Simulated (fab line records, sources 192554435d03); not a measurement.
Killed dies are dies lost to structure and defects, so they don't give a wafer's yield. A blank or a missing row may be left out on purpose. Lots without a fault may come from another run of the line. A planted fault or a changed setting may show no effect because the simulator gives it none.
fab line records | flow n5_finfet
record lots=12 wafers=35 last_day=20
route steps=1938 shown BEOL_M7@1323 BEOL_M8@1334
lots that met no fault: from a run of the same line without faults
start_h: hours from the record's first day to the start of the lot's first wafer shown | wait_h: hours since the lot's step before | " the same as in the row above | L1.1+2: a row that stands for several wafers | - no value, or no start given | * or withheld: withheld | < > ~ a bound
route shown NAME@n: a module of which the file shows steps, and the number in the route of the first | usual: mean/standard deviation of fault-free wafers | same: alike in all rows | chamber/n: place in a boat | sites: the reading at each site | _std_site: their standard deviation | _edge_site: outer sites' mean less inner sites' | radius_mm: how far each site lies from the wafer's centre | mask NAME#n: copy n | behind: the tool/chamber that last shaped the wafer | hold: why the lot was held/for how many hours/how that ended | device: the transistor (n, p or np) that didn't switch | end of line: the same wafers' tests at the end of the route | a step without rows: its recipe alone | killed: dies lost to structure and defects at the first sort, not the wafer's yield | map: a wafer's dies, x killed, . not, _ none there
set.NAME: the setting as run; set.NAME@STEP: as run at that earlier step | model.NAME: the simulator's own value behind a step, which no gauge read
steps of the route over a sample of lots; a table a step, a row a wafer
services: from which hour (start_h, from the record's first day; less than 0 if before it) a tool's chamber was out of use, for how many hours, and why
## steps
# step N5_BEOL_M7_SPUTTER_48
# recipe material=Cu target_thk_a=100 temp_c=-20 bias_v=60 power_w=26000 chamber_pressure_pa=0.13 time_s=1.667
# usual throttle_valve_pct=29.8/1.2
# columns lot.wafer tool chamber start_h wait_h throttle_valve_pct
L285.1 pvd_sputter-01 - 228.39 0.1 30.5
L285.2 " - " " 28.4
L285.4 " - " " 29.8
L286.2 pvd_sputter-03 - 228.79 0.2 32.3
L286.5 " - " " 29.4
L286.6 " - " " 28.9
L284.2 pvd_sputter-01 - 231.67 0.1 29.2
L284.3 " - " " 30.1
L284.6 " - " " 28.3
L287.1 pvd_sputter-01 - 240.65 0.1 28.2
L287.4 " - " " 29.8
L287.6 " - " " 29.8
L291.2 pvd_sputter-03 - 281.42 1.5 31.1
L291.3 " - " " 32.2
L291.5 " - " " 31.1
L295.2 pvd_sputter-01 - 319.19 0.5 28.8
L295.3 " - " " 30.6
L299.2 pvd_sputter-01 - 344.74 0.1 27.9
L299.3 " - " " 28.8
L299.6 " - " " 28.8
L301.1 pvd_sputter-01 - 363.47 0.2 29.0
L301.2 " - " " 30.0
L301.6 " - " " 30.1
L300.1 pvd_sputter-03 - 367.34 0.1 29.1
L300.3 " - " " 29.5
L300.6 " - " " 29.3
L306.1 pvd_sputter-03 - 378.68 0.1 28.9
L306.2 " - " " 29.1
L306.5 " - " " 29.3
L304.4 pvd_sputter-01 - 378.87 0.0 28.5
L304.5 " - " " 28.1
L304.6 " - " " 30.2
L305.2 pvd_sputter-01 - 392.85 0.3 29.0
L305.3 " - " " 30.3
L305.6 " - " " 29.5
# step N5_BEOL_M7_CMP_52
# recipe stop_on=SiCOH_lowk t_overpolish_s=6.9 down_force_psi=1 platen_rpm=50 clearing_platen_down_force_psi=1.5 clearing_platen_rpm=50 post_cmp_clean=cu_alkaline target_thk_nm=80 clearing_platen_pad_velocity_m_s=0.99484 pad_velocity_m_s=0.99484
# usual barrier_field_endpoint_s=28.8/0.67 motor_current_A=5.8/0.65 overpolish_run_s=6.901/0.0095 time_to_endpoint_s=61.3/3
# same t_overpolish_s=6.9
# columns lot.wafer tool chamber start_h wait_h barrier_field_endpoint_s motor_current_A overpolish_run_s time_to_endpoint_s
L285.1 cmp-02 3 229.07 0.3 28.4 5.4 6.897 61.8
L285.2 " 0 " " 29.1 5.7 6.890 61.6
L285.4 " 1 " " 29.4 6.6 6.884 60.9
L286.2 cmp-01 0 229.85 0.2 29.0 4.7 6.895 63.8
L286.6 " 0 " " 29.3 5.0 6.899 61.6
L286.5 " 1 " " 30.3 6.6 6.896 64.8
L284.2 cmp-02 2 232.24 0.2 29.9 5.8 6.891 67.3
L284.3 " 0 " " 29.7 5.7 6.901 67.1
L284.6 " 2 " " 29.4 6.1 6.908 65.2
L287.1 cmp-02 3 241.15 0.3 30.2 5.1 6.915 66.3
L287.4 " 2 " " 31.1 5.7 6.905 67.7
L287.6 " 0 " " 29.7 5.7 6.887 64.6
L291.3 cmp-04 3 282.14 0.2 15.8 6.0 6.908 34.0
L291.2 " 1 " " 29.6 5.3 6.903 64.4
L291.5 " 3 " " 29.2 6.2 6.897 64.4
L295.3 cmp-04 2 319.73 0.2 15.9 6.1 6.905 31.7
L295.2 " 3 " " 28.4 6.2 6.895 59.2
L299.2 cmp-02 1 345.27 0.2 28.1 6.5 6.897 59.0
L299.3 " 3 " " 28.0 5.4 6.893 59.5
L299.6 " 2 " " 29.0 5.7 6.908 59.7
L301.1 cmp-01 0 364.39 0.3 28.8 4.9 6.896 66.0
L301.2 " 1 " " 28.8 6.6 6.896 64.5
L301.6 " 1 " " 28.9 6.2 6.902 64.5
L300.3 cmp-01 2 368.24 0.2 28.5 5.4 6.903 63.6
L300.1 " 3 " " 28.9 4.6 6.912 65.2
L300.6 " 2 " " 29.5 5.3 6.889 63.9
L306.1 cmp-01 3 379.26 0.3 28.3 4.6 6.923 62.4
L306.2 " 0 " " 28.0 4.8 6.906 60.8
L306.5 " 1 " " 28.2 6.3 6.897 62.3
L304.4 cmp-01 2 379.72 0.1 29.3 5.8 6.900 58.4
L304.5 " 2 " " 28.9 5.5 6.904 60.9
L304.6 " 3 " " 28.7 4.7 6.905 62.2
L305.2 cmp-01 0 393.54 0.2 29.3 4.7 6.892 63.9
L305.3 " 1 " " 30.0 6.5 6.905 65.4
L305.6 " 0 " " 29.5 4.9 6.906 61.6
# step N5_BEOL_M8_THK_MEAS_01
# recipe reads=SiCOH_lowk_of_BEOL_M8_ILD_DEP_00
# usual M8_ILD_THK=155.5/2.2
# columns lot.wafer tool chamber start_h wait_h M8_ILD_THK[nm]
L285.1 film_metro-01 - 230.13 0.4 154.2
L285.2 " - " " 153.2
L285.4 " - " " 155.1
L286.2 film_metro-01 - 230.94 0.4 152.2
L286.5 " - " " 154.3
L286.6 " - " " 154.0
L284.2 film_metro-02 - 233.31 0.4 154.2
L284.3 " - " " 152.2
L284.6 " - " " 156.0
L287.1 film_metro-02 - 242.97 0.4 152.0
L287.4 " - " " 154.3
L287.6 " - " " 155.3
L291.2 film_metro-01 - 283.17 0.4 157.1
L291.3 " - " " 156.2
L291.5 " - " " 157.2
L295.2 film_metro-02 - 320.76 0.4 151.4
L295.3 " - " " 154.6
L299.2 film_metro-02 - 346.35 0.4 155.7
L299.3 " - " " 157.3
L299.6 " - " " 156.5
L301.1 film_metro-02 - 365.46 0.4 150.8
L301.2 " - " " 151.5
L301.6 " - " " 152.6
L300.1 film_metro-01 - 369.59 0.4 151.9
L300.3 " - " " 152.9
L300.6 " - " " 155.7
L306.1 film_metro-01 - 380.73 0.8 152.7
L306.2 " - " " 155.4
L306.5 " - " " 157.0
L304.4 film_metro-01 - 381.13 0.2 158.5
L304.5 " - " " 158.6
L304.6 " - " " 158.1
L305.2 film_metro-02 - 394.74 0.4 154.0
L305.3 " - " " 157.2
L305.6 " - " " 156.8
# step N5_BEOL_M8_HM_DEP_02
# recipe material=TiN target_thk_a=200 temp_c=25 chamber_pressure_pa=0.49996
# usual throttle_valve_pct=29.7/1.1
# columns lot.wafer tool chamber start_h wait_h throttle_valve_pct
L285.1 pvd_sputter-01 - 231.95 1.8 29.0
L285.2 " - " " 28.2
L285.4 " - " " 30.4
L286.2 pvd_sputter-03 - 232.06 1.1 32.2
L286.5 " - " " 29.2
L286.6 " - " " 29.0
L284.2 pvd_sputter-01 - 233.41 0.0 30.6
L284.3 " - " " 28.2
L284.6 " - " " 29.0
L287.1 pvd_sputter-03 - 243.34 0.3 29.2
L287.4 " - " " 31.2
L287.6 " - " " 29.2
L291.2 pvd_sputter-03 - 283.74 0.5 28.8
L291.3 " - " " 32.2
L291.5 " - " " 29.4
L295.2 pvd_sputter-01 - 323.08 2.3 29.9
L295.3 " - " " 28.9
L299.2 pvd_sputter-02 - 347.38 1.0 30.1
L299.3 " - " " 28.7
L299.6 " - " " 31.2
L301.1 pvd_sputter-01 - 366.15 0.6 28.2
L301.2 " - " " 30.2
L301.6 " - " " 30.3
L300.1 pvd_sputter-01 - 370.22 0.6 29.2
L300.3 " - " " 30.5
L300.6 " - " " 28.8
L306.1 pvd_sputter-03 - 383.70 2.9 29.0
L306.2 " - " " 32.1
L306.5 " - " " 32.0
L304.4 pvd_sputter-01 - 383.98 2.8 29.0
L304.5 " - " " 29.1
L304.6 " - " " 28.3
L305.2 pvd_sputter-02 - 396.23 1.4 31.2
L305.3 " - " " 30.2
L305.6 " - " " 30.2
## services
# columns tool chamber start_h hours kind
cmp-01 - 244.45 9.3 pm
cmp-02 - 255.89 0.6 repair
cmp-01 - 262.96 1.1 repair
pvd_sputter-02 - 265.13 12.8 repair
cmp-04 - 267.99 4.0 pm
cmp-04 - 271.99 - consumable_replace:conditioner
cmp-04 - 271.99 - consumable_replace:pad
cmp-02 - 275.61 1.5 repair
cmp-02 - 295.52 9.9 pm
cmp-02 - 307.53 3.0 pm
cmp-01 - 323.34 3.7 repair
cmp-01 - 331.12 4.0 pm
cmp-01 - 335.12 - consumable_replace:conditioner
cmp-01 - 335.12 - consumable_replace:pad
pvd_sputter-03 - 361.72 2.7 repair
cmp-02 - 383.83 4.0 pm
cmp-02 - 387.83 - consumable_replace:conditioner
cmp-02 - 387.83 - consumable_replace:pad
## key
first_sign step=N5_BEOL_M7_CMP_52 reading=barrier_field_endpoint_s direction=down sigmas=19 usual=28.8 struck=15.9
effect step=N5_BEOL_M7_CMP_52 reading=time_to_endpoint_s direction=down sigmas=9.6 usual=* struck=*
met_at N5_BEOL_M7_CMP_52
struck_lots L291,L295
struck_wafers L291.3,L295.3
not_acting_at N5_BEOL_M7_SPUTTER_48,N5_BEOL_M8_THK_MEAS_01,N5_BEOL_M8_HM_DEP_02
fault kind=process_parameter_drift tool=cmp-04 chamber=- onset_h=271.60 steps=N5_BEOL_M7_CMP_52 channel=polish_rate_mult offset=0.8 shape=step end_h=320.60 scope=struck_wafers_only
